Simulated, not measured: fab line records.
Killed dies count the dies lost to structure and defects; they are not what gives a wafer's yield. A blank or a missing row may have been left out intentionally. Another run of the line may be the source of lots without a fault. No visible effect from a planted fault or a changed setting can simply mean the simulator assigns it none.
Split-lot study | flow n5Finfet | 21 wafers read across 7 lots, on a route 1938 steps long

## THE SPLIT
At N5_BEOL_M9_HM_DEP_02 (deposits TiN, target thk 20 nm), the setting targetThkA was moved away from the recipe's 200 angstrom on 5 of the 21 wafers read, by -8.3% to +7.9%. This setting was run at the recipe's value on the other wafers.

## FROM THE SPLIT TO THE READING: what the file shows between them, 9 steps
- N5_BEOL_M9_DESCUM_16: chemistry O2, time 7.9 s (also split here: timeS)
- N5_BEOL_M9_ETCH_61: etches SiARC in CF4, target depth 39 nm, time 65 s
- N5_BEOL_M9_ETCH_62: etches SOC in N2/H2, target depth 110 nm, overetch 22 nm, time 165 s
- N5_BEOL_M9_STRIP_68: strips in N2/H2
- N5_BEOL_M9_STRIP_67: strips in CF4
- N5_BEOL_M9_HM_OPEN_17: chemistry Cl2/BCl3, target TiN, target depth 20 nm, overetch 6 nm
- N5_BEOL_M9_STRIP_19: strips in O2
- N5_BEOL_M9_STRIP_73: strips in C4F6/O2
- N5_BEOL_M9_STRIP_36: strips in N2/H2

## THE READING
TiN_of_BEOL_M9_HM_DEP_02.thkNm (the simulator's own value, which no gauge read), in nm, at N5_BEOL_M9_TRENCH_ETCH_37 (etches SiCOH lowk in C4F6/O2, target depth 151.43 nm, time 49 s). There is no usual value for it anywhere in the file. Across the 16 wafers here that went through the recipe, the average is 15.6 nm and the standard deviation 0.32 nm.

wafer  | tool, chamber at the split | targetThkA as run, angstrom | against the recipe | TiN_of_BEOL_M9_HM_DEP_02.thkNm, nm | against lot-mates on the recipe
L075.1 | pvdSputter-02, -           | 200                         | recipe             | 15.6                               | -
L075.6 | pvdSputter-02, -           | 200                         | recipe             | 15.6                               | -
L075.2 | pvdSputter-02, -           | 200                         | recipe             | 15.4                               | -
L077.2 | pvdSputter-02, -           | 200                         | recipe             | 16                                 | -
L077.6 | pvdSputter-02, -           | 200                         | recipe             | 16                                 | -
L077.5 | pvdSputter-02, -           | 183.4                       | -8.3%              | 14.4                               | -1.6
L081.1 | pvdSputter-02, -           | 210.9                       | +5.4%              | 16.4                               | +1.2
L081.3 | pvdSputter-02, -           | 210.9                       | +5.4%              | 16.4                               | +1.2
L081.6 | pvdSputter-02, -           | 200                         | recipe             | 15.2                               | -
L083.3 | pvdSputter-03, -           | 200                         | recipe             | 16.2                               | -
L083.4 | pvdSputter-03, -           | 200                         | recipe             | 16                                 | -
L083.5 | pvdSputter-03, -           | 200                         | recipe             | 15.6                               | -
L084.1 | pvdSputter-01, -           | 200                         | recipe             | 15.2                               | -
L084.5 | pvdSputter-01, -           | 200                         | recipe             | 15.4                               | -
L084.6 | pvdSputter-01, -           | 215.7                       | +7.9%              | 17.2                               | +1.9
L096.1 | pvdSputter-01, -           | 189.5                       | -5.2%              | 14.4                               | -1.1
L096.4 | pvdSputter-01, -           | 200                         | recipe             | 15.6                               | -
L096.6 | pvdSputter-01, -           | 200                         | recipe             | 15.4                               | -
L095.1 | pvdSputter-01, -           | 200                         | recipe             | 15.6                               | -
L095.3 | pvdSputter-01, -           | 200                         | recipe             | 15.6                               | -
L095.2 | pvdSputter-01, -           | 200                         | recipe             | 15                                 | -

FIT RESULTS
A straight line over all 21 wafers: TiN_of_BEOL_M9_HM_DEP_02.thkNm changes by +0.173 nm for each +1% of targetThkA; r = +0.88; the points scatter about the line by 0.31 nm.
The same after taking each lot's own level away (the mean of its wafers on the recipe; 21 wafers): +0.216 nm for each +1%; r = +0.97; scatter 0.17 nm.
According to that fit, moving targetThkA by its largest amount changes the reading by 1.8 nm.
From 15.20 to 16.00 nm: that is the span of the lots' own levels, equal to 2.5 times the standard deviation above.
In other words, the slope is changed by the lot-to-lot level; the two fits disagree.
Check: for one of the wafers moved furthest among these (-8.3%), held out of the fit, the line's prediction against its lot-mates is -1.87 nm. Against them it came out at -1.6 nm.

## OTHER SPLITS ON THESE WAFERS
Before the reading, these wafers also passed through other splits. Each is held against what the fit with the lots' levels taken away leaves over:
other split on the same wafers | wafers away from the commonest value | r with TiN_of_BEOL_M9_HM_DEP_02.thkNm (lot level and that fit taken away)
N5_BEOL_M7_DESCUM_33 timeS     | 11                                   | -0.24
N5_BEOL_M7_ALD_77 aldCycles    | 7                                    | +0.12
N5_BEOL_M8_ILD_DEP_00 timeS    | 9                                    | -0.11
N5_BEOL_M9_DESCUM_16 timeS     | 4                                    | +0.06

## THE WHOLE CHAIN: every reading that the file lists as answering this split, in the file's order
step                      | what it does                                                      | reading                                                                         | change (the file's fit)               | r (the file's)
N5_BEOL_M9_HM_DEP_02      | deposits TiN, target thk 20 nm                                    | TiN_of_BEOL_M9_HM_DEP_02.thkNm (the simulator's own value, which no gauge read) | +0.239 nm for each +1% of the setting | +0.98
N5_BEOL_M9_HM_OPEN_17     | chemistry Cl2/BCl3, target TiN, target depth 20 nm, overetch 6 nm | etch.depthNm (the simulator's own value, which no gauge read)                   | +0.235 nm for each +1% of the setting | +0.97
N5_BEOL_M9_TRENCH_ETCH_37 | etches SiCOH lowk in C4F6/O2, target depth 151.43 nm, time 49 s   | TiN_of_BEOL_M9_HM_DEP_02.thkNm (the simulator's own value, which no gauge read) | +0.216 nm for each +1% of the setting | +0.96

## THE FILE'S OWN FIT
TiN_of_BEOL_M9_HM_DEP_02.thkNm changes by +0.216 nm for each +1% of targetThkA, r = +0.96.
